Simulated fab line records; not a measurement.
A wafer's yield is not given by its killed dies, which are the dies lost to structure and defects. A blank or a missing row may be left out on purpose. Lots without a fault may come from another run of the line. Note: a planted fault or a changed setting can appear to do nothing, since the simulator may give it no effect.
What tool caused it?    flow n5Finfet    24 lots with 72 wafers sampled at 6 steps, on a route of 1938 steps

== WHAT EACH GAUGE READ, for each wafer ==
Not one reading of a measure or inspect step in the record can be checked against a usual standard deviation.

== WHAT TOOL EACH LOT RAN ON (gives the tool, then ch and the chambers of the sampled wafers, and finally the start) ==
lot   N5_BEOL_M6_SURFACE_TREAT_79  N5_BEOL_M6_ANNEAL_51             N5_BEOL_M7_DESCUM_16               N5_BEOL_M7_STRIP_36                N5_BEOL_M7_TRENCH_ETCH_37                     N5_BEOL_M8_CURE_74
L075  pvdSputter-03, day 9 02:12   rtpAnneal-01 ch 0, day 9 03:17   rieDiel-02 ch 0,1,2, day 9 06:43   rieDiel-01 ch 2,3, day 9 09:25     rieDiel-01 ch 2,3, day 9 12:18 or earlier     uvCure-03 ch 2, day 9 12:18
L076  pvdSputter-01, day 9 07:10   rtpAnneal-02 ch 0, day 9 07:58   rieDiel-02 ch 0,1,3, day 9 11:21   rieDiel-04 ch 2,3, day 9 12:55     rieDiel-04 ch 2,3, day 9 17:20 or earlier     uvCure-03 ch 2, day 9 17:20
L077  pvdSputter-03, day 9 07:44   rtpAnneal-02 ch 0, day 9 09:33   rieDiel-01 ch 0,1,3, day 9 13:11   rieDiel-01 ch 0,3, day 9 15:28     rieDiel-01 ch 0,3, day 9 18:56 or earlier     uvCure-02 ch 2, day 9 18:56
L074  pvdSputter-02, day 9 18:12   rtpAnneal-02 ch 0, day 9 18:41   rieDiel-04 ch 1,2, day 9 21:54     rieDiel-02 ch 1,2,3, day 10 01:18  rieDiel-02 ch 1,2,3, day 10 05:11 or earlier  uvCure-02 ch 2, day 10 05:11
L079  pvdSputter-01, day 9 22:28   rtpAnneal-01 ch 0, day 9 23:28   rieDiel-01 ch 0,2,3, day 10 02:16  rieDiel-02 ch 2,3, day 10 04:14    rieDiel-02 ch 2,3, day 10 08:15 or earlier    uvCure-02 ch 0, day 10 08:15
L078  pvdSputter-01, day 10 02:25  rtpAnneal-02 ch 0, day 10 04:06  rieDiel-01 ch 0,1,3, day 10 08:13  rieDiel-01 ch 0,1,3, day 10 09:44  rieDiel-01 ch 0,1,3, day 10 13:01 or earlier  uvCure-01 ch 2, day 10 13:01
L080  pvdSputter-02, day 10 04:17  rtpAnneal-01 ch 0, day 10 05:03  rieDiel-01 ch 0,1, day 10 08:32    rieDiel-04 ch 0,2,3, day 10 09:43  rieDiel-04 ch 0,2,3, day 10 14:52 or earlier  uvCure-02 ch 1, day 10 14:52
L081  pvdSputter-01, day 10 08:26  rtpAnneal-02 ch 0, day 10 09:04  rieDiel-04 ch 0,2, day 10 11:28    rieDiel-01 ch 0,3, day 10 13:32    rieDiel-01 ch 0,3, day 10 18:07 or earlier    uvCure-03 ch 0, day 10 18:07
L082  pvdSputter-01, day 10 22:21  rtpAnneal-01 ch 0, day 10 23:15  rieDiel-02 ch 0,1,2, day 11 02:02  rieDiel-01 ch 1,2,3, day 11 03:12  rieDiel-01 ch 1,2,3, day 11 06:29 or earlier  uvCure-01 ch 2, day 11 06:29
L083  pvdSputter-01, day 11 01:58  rtpAnneal-01 ch 0, day 11 02:34  rieDiel-01 ch 1,2,3, day 11 05:26  rieDiel-04 ch 0,2,3, day 11 07:29  rieDiel-04 ch 0,2,3, day 11 11:05 or earlier  uvCure-01 ch 1, day 11 11:05
L084  pvdSputter-03, day 11 11:27  rtpAnneal-01 ch 0, day 11 13:51  rieDiel-02 ch 0,1,3, day 11 17:23  rieDiel-01 ch 0,2,3, day 11 18:41  rieDiel-01 ch 0,2,3, day 11 22:10 or earlier  uvCure-03 ch 1, day 11 22:10
L085  pvdSputter-01, day 11 20:50  rtpAnneal-02 ch 0, day 11 21:27  rieDiel-02 ch 1,2, day 12 01:25    rieDiel-04 ch 0,2,3, day 12 02:56  rieDiel-04 ch 0,2,3, day 12 06:16 or earlier  uvCure-01 ch 0, day 12 06:16
L086  pvdSputter-01, day 11 22:02  rtpAnneal-02 ch 0, day 11 23:04  rieDiel-01 ch 0,1, day 12 02:59    rieDiel-01 ch 0,2,3, day 12 04:46  rieDiel-01 ch 0,2,3, day 12 07:58 or earlier  uvCure-02 ch 1, day 12 07:58
L087  pvdSputter-03, day 12 06:24  rtpAnneal-01 ch 0, day 12 07:07  rieDiel-04 ch 2,3, day 12 09:53    rieDiel-04 ch 0,1, day 12 14:26    rieDiel-04 ch 0,1, day 12 17:04 or earlier    uvCure-02 ch 1, day 12 17:04
L088  pvdSputter-03, day 12 14:37  rtpAnneal-02 ch 0, day 12 15:20  rieDiel-04 ch 1,2,3, day 12 18:11  rieDiel-01 ch 1,2,3, day 12 21:07  rieDiel-01 ch 1,2,3, day 13 00:01 or earlier  uvCure-02 ch 0, day 13 00:01
L089  pvdSputter-03, day 12 16:34  rtpAnneal-02 ch 0, day 12 17:00  rieDiel-01 ch 0,1,3, day 12 22:07  rieDiel-04 ch 2,3, day 13 00:10    rieDiel-04 ch 2,3, day 13 03:03 or earlier    uvCure-01 ch 0, day 13 03:03
L091  pvdSputter-03, day 12 19:45  rtpAnneal-01 ch 0, day 12 20:23  rieDiel-04 ch 1,2, day 12 23:37    rieDiel-02 ch 0,2,3, day 13 01:33  rieDiel-02 ch 0,2,3, day 13 06:14 or earlier  uvCure-01 ch 2, day 13 06:14
L090  pvdSputter-03, day 13 06:24  rtpAnneal-01 ch 0, day 13 07:13  rieDiel-04 ch 0,1, day 13 10:28    rieDiel-04 ch 0,3, day 13 13:17    rieDiel-04 ch 0,3, day 13 17:00 or earlier    uvCure-01 ch 1, day 13 17:00
L092  pvdSputter-03, day 13 12:50  rtpAnneal-01 ch 0, day 13 13:31  rieDiel-01 ch 0,3, day 13 16:01    rieDiel-02 ch 1,3, day 13 20:58    rieDiel-02 ch 1,3, day 14 00:38 or earlier    uvCure-01 ch 2, day 14 00:38
L094  pvdSputter-01, day 13 14:17  rtpAnneal-01 ch 0, day 13 15:34  rieDiel-01 ch 1,2,3, day 13 20:37  rieDiel-02 ch 0,3, day 13 23:26    rieDiel-02 ch 0,3, day 14 02:55 or earlier    uvCure-03 ch 0, day 14 02:55
L093  pvdSputter-03, day 13 14:43  rtpAnneal-02 ch 0, day 13 15:55  rieDiel-01 ch 0,3, day 13 20:52    rieDiel-04 ch 0,3, day 13 23:29    rieDiel-04 ch 0,3, day 14 03:05 or earlier    uvCure-02 ch 0, day 14 03:05
L095  pvdSputter-01, day 14 04:04  rtpAnneal-01 ch 0, day 14 05:50  rieDiel-01 ch 0,1,2, day 14 08:13  rieDiel-02 ch 0,1, day 14 09:27    rieDiel-02 ch 0,1, day 14 12:43 or earlier    uvCure-02 ch 0, day 14 12:43
L096  pvdSputter-03, day 14 10:47  rtpAnneal-01 ch 0, day 14 11:31  rieDiel-01 ch 0,2,3, day 14 13:55  rieDiel-02 ch 0,3, day 14 16:21    rieDiel-02 ch 0,3, day 14 19:55 or earlier    uvCure-03 ch 2, day 14 19:55
L097  pvdSputter-01, day 14 11:16  rtpAnneal-01 ch 0, day 14 12:08  rieDiel-01 ch 0,2,3, day 14 14:16  rieDiel-01 ch 0,1, day 14 15:50    rieDiel-01 ch 0,1, day 14 18:50 or earlier    uvCure-02 ch 2, day 14 18:50
- N5_BEOL_M6_SURFACE_TREAT_79
- N5_BEOL_M6_ANNEAL_51: time 90 s.
- N5_BEOL_M7_DESCUM_16: chemistry O2, time 7.9 s.
- N5_BEOL_M7_STRIP_36: strips in N2/H2.
- N5_BEOL_M7_TRENCH_ETCH_37: etches SiCOH lowk in C4F6/O2, target depth 93.478 nm, time 31.2 s.
- N5_BEOL_M8_CURE_74: cures SiCOH lowk, time 240 s.

== AS READ BY THE TOOLS THEMSELVES (means over the sampled wafers that have a number; for cases with no such wafer, the mark the record gives instead) ==
N5_BEOL_M6_ANNEAL_51. Usual: wafer_temp_C_max 226.0, standard deviation 0.42.
lot   tool          wafer_temp_C_max  flag
L075  rtpAnneal-01  226.3             
L076  rtpAnneal-02  225.8             
L077  rtpAnneal-02  225.7             
L074  rtpAnneal-02  225.4             
L079  rtpAnneal-01  226.1             
L078  rtpAnneal-02  225.6             
L080  rtpAnneal-01  226.3             
L081  rtpAnneal-02  225.7             
L082  rtpAnneal-01  226.3             
L083  rtpAnneal-01  226.3             
L084  rtpAnneal-01  226.4             
L085  rtpAnneal-02  225.5             
L086  rtpAnneal-02  225.7             
L087  rtpAnneal-01  226.4             
L088  rtpAnneal-02  225.7             
L089  rtpAnneal-02  225.6             
L091  rtpAnneal-01  226.4             
L090  rtpAnneal-01  226.5             
L092  rtpAnneal-01  226.3             
L094  rtpAnneal-01  226.8             
L093  rtpAnneal-02  225.7             
L095  rtpAnneal-01  226.3             
L096  rtpAnneal-01  226.0             
L097  rtpAnneal-01  226.4             

N5_BEOL_M7_DESCUM_16. Usual: drypumpMotorCurrentA 6.0 A, standard deviation 0.61; oesProductAu 0.79 a.u., standard deviation 0.069; rfVppV 243.0 V, standard deviation 1.3; showerheadPlenumPTorr 2.08 Torr, standard deviation 0.059; throttleValvePct 20.36 %, standard deviation 0.23.
lot   tool        drypumpMotorCurrentA (A)  oesProductAu (a.u.)  rfVppV (V)  showerheadPlenumPTorr (Torr)  throttleValvePct (%)  flag
L075  rieDiel-02  5.7                       0.87                 244.2       2.14                          20.20                 
L076  rieDiel-02  5.7                       0.79                 243.6       2.10                          20.47                 
L077  rieDiel-01  5.9                       0.83                 243.3       2.09                          20.34                 
L074  rieDiel-04  5.2                       0.81                 243.0       2.11                          20.54                 
L079  rieDiel-01  6.1                       0.79                 241.8       2.05                          20.15                 
L078  rieDiel-01  5.9                       0.83                 242.6       2.09                          20.35                 
L080  rieDiel-01  5.5                       0.88                 242.9       2.07                          20.29                 
L081  rieDiel-04  5.9                       0.73                 242.8       2.06                          20.42                 
L082  rieDiel-02  5.7                       0.84                 244.7       2.13                          20.24                 
L083  rieDiel-01  6.5                       0.79                 242.1       2.08                          20.33                 
L084  rieDiel-02  5.7                       0.76                 243.5       2.09                          20.51                 
L085  rieDiel-02  5.9                       0.81                 244.9       2.16                          20.20                 
L086  rieDiel-01  5.5                       0.85                 242.5       2.07                          20.32                 
L087  rieDiel-04  6.0                       0.74                 241.3       2.01                          20.38                 
L088  rieDiel-04  5.8                       0.78                 242.3       2.06                          20.46                 
L089  rieDiel-01  5.9                       0.80                 242.3       2.08                          20.37                 
L091  rieDiel-04  5.5                       0.75                 241.6       2.05                          20.51                 
L090  rieDiel-04  5.7                       0.74                 244.0       2.15                          20.57                 
L092  rieDiel-01  5.9                       0.75                 242.2       2.07                          20.28                 
L094  rieDiel-01  6.5                       0.77                 244.1       2.07                          20.35                 
L093  rieDiel-01  5.5                       0.79                 243.0       2.05                          20.24                 
L095  rieDiel-01  6.1                       0.80                 242.3       2.05                          20.31                 
L096  rieDiel-01  6.0                       0.76                 242.3       2.04                          20.21                 
L097  rieDiel-01  6.1                       0.76                 241.9       2.04                          20.21                 

N5_BEOL_M7_STRIP_36. Usual: drypumpMotorCurrentA 5.9 A, standard deviation 0.56; oesProductAu 0.79 a.u., standard deviation 0.072; rfVppV 59.1 V, standard deviation 1.5; showerheadPlenumPTorr 2.53 Torr, standard deviation 0.079; throttleValvePct 23.6 %, standard deviation 0.34.
lot   tool        drypumpMotorCurrentA (A)  oesProductAu (a.u.)  rfVppV (V)  showerheadPlenumPTorr (Torr)  throttleValvePct (%)  flag
L075  rieDiel-01  6.6                       0.77                 58.6        2.47                          23.3                  
L076  rieDiel-04  6.4                       0.78                 56.7        2.43                          23.4                  
L077  rieDiel-01  5.5                       0.83                 59.3        2.48                          23.3                  
L074  rieDiel-02  5.9                       0.76                 61.5        2.57                          23.6                  
L079  rieDiel-02  6.1                       0.82                 59.8        2.62                          23.6                  
L078  rieDiel-01  5.9                       0.83                 60.1        2.51                          23.4                  
L080  rieDiel-04  6.1                       0.75                 59.2        2.50                          23.7                  
L081  rieDiel-01  5.9                       0.77                 58.5        2.48                          23.2                  
L082  rieDiel-01  6.5                       0.79                 59.3        2.50                          23.4                  
L083  rieDiel-04  6.2                       0.74                 57.9        2.49                          23.7                  
L084  rieDiel-01  6.1                       0.79                 60.5        2.47                          23.3                  
L085  rieDiel-04  6.1                       0.74                 60.2        2.49                          23.7                  
L086  rieDiel-01  6.1                       0.78                 59.9        2.47                          23.3                  
L087  rieDiel-04  5.4                       0.79                 59.3        2.61                          24.0                  
L088  rieDiel-01  6.5                       0.77                 60.3        2.50                          23.4                  
L089  rieDiel-04  6.0                       0.73                 58.9        2.42                          23.5                  
L091  rieDiel-02  6.0                       0.80                 59.0        2.60                          23.8                  
L090  rieDiel-04  6.3                       0.73                 60.3        2.56                          23.9                  
L092  rieDiel-02  5.6                       0.70                 59.3        2.51                          23.7                  
L094  rieDiel-02  5.7                       0.80                 59.3        2.58                          24.0                  
L093  rieDiel-04  6.5                       0.75                 58.7        2.48                          23.7                  
L095  rieDiel-02  5.5                       0.81                 58.8        2.58                          23.8                  
L096  rieDiel-02  5.9                       0.72                 59.4        2.53                          24.0                  
L097  rieDiel-01  5.5                       0.82                 58.7        2.49                          23.6                  

N5_BEOL_M7_TRENCH_ETCH_37. Usual: drypumpMotorCurrentA 5.9 A, standard deviation 0.56; oesProductAu 0.78 a.u., standard deviation 0.071; rfVppV 663 V, standard deviation 22; showerheadPlenumPTorr 2.83 Torr, standard deviation 0.089; throttleValvePct 20.82 %, standard deviation 0.27.
lot   tool        drypumpMotorCurrentA (A)  oesProductAu (a.u.)  rfVppV (V)  showerheadPlenumPTorr (Torr)  throttleValvePct (%)  flag
L075  rieDiel-01  6.6                       0.76                 667         2.76                          20.48                 
L076  rieDiel-04  6.3                       0.77                 670         2.73                          20.65                 
L077  rieDiel-01  5.5                       0.83                 666         2.78                          20.48                 
L074  rieDiel-02  5.8                       0.78                 665         2.89                          20.94                 
L079  rieDiel-02  6.1                       0.81                 661         2.95                          20.90                 
L078  rieDiel-01  5.9                       0.81                 654         2.82                          20.74                 
L080  rieDiel-04  6.2                       0.74                 684         2.79                          20.78                 
L081  rieDiel-01  5.9                       0.77                 660         2.79                          20.52                 
L082  rieDiel-01  6.5                       0.77                 654         2.81                          20.74                 
L083  rieDiel-04  6.2                       0.73                 684         2.79                          20.79                 
L084  rieDiel-01  6.1                       0.78                 666         2.76                          20.50                 
L085  rieDiel-04  6.2                       0.73                 683         2.79                          20.79                 
L086  rieDiel-01  6.1                       0.77                 667         2.76                          20.50                 
L087  rieDiel-04  5.4                       0.79                 671         2.91                          21.00                 
L088  rieDiel-01  6.5                       0.76                 653         2.81                          20.77                 
L089  rieDiel-04  6.0                       0.72                 671         2.71                          20.71                 
L091  rieDiel-02  5.9                       0.80                 654         2.90                          20.97                 
L090  rieDiel-04  6.3                       0.72                 696         2.86                          20.93                 
L092  rieDiel-02  5.6                       0.71                 669         2.82                          21.03                 
L094  rieDiel-02  5.7                       0.81                 646         2.86                          21.02                 
L093  rieDiel-04  6.5                       0.74                 681         2.78                          20.79                 
L095  rieDiel-02  5.5                       0.82                 642         2.87                          20.90                 
L096  rieDiel-02  5.9                       0.73                 663         2.84                          21.16                 
L097  rieDiel-01  5.5                       0.82                 659         2.79                          20.76                 

N5_BEOL_M8_CURE_74. Usual: lampPowerPct 52.32 %, standard deviation 0.062; wafer_temp_C_max 387.1, standard deviation 0.59.
lot   tool       lampPowerPct (%)  wafer_temp_C_max  flag
L075  uvCure-03  52.37             387.6             
L076  uvCure-03  52.27             388.6             
L077  uvCure-02  52.37             386.6             
L074  uvCure-02  52.33             386.5             
L079  uvCure-02  52.32             387.4             
L078  uvCure-01  52.29             386.8             
L080  uvCure-02  52.26             386.7             
L081  uvCure-03  52.33             386.6             
L082  uvCure-01  52.36             387.2             
L083  uvCure-01  52.31             387.7             
L084  uvCure-03  52.29             387.1             
L085  uvCure-01  52.29             387.2             
L086  uvCure-02  52.35             386.5             
L087  uvCure-02  52.32             386.4             
L088  uvCure-02  52.30             387.0             
L089  uvCure-01  52.24             387.3             
L091  uvCure-01  52.25             387.1             
L090  uvCure-01  52.30             387.1             
L092  uvCure-01  52.34             387.1             
L094  uvCure-03  52.33             386.9             
L093  uvCure-02  52.32             387.0             
L095  uvCure-02  52.29             386.7             
L096  uvCure-03  52.28             387.7             
L097  uvCure-02  52.32             386.9             

== THE ANSWER, worked out from the rows above alone ==
Rule: take the mean of a lot's wafers that have a number; if it is more than 3 standard deviations from the usual mean, the lot is off. Also off: a lot with no number at a reading for which 4 or more lots have one. Any other lot the step has rows for is counted as sound. After the gauges, taken in route order, come the tools' own readings; for these a lot's mean is taken, as printed above. The first step at which some lot is off is used, and at that step the reading that is off furthest; a lot without a number counts as furthest.
None of the lots is off at any reading shown; this tells nothing.

== WHAT THE SIMULATOR HAD INSERTED ==
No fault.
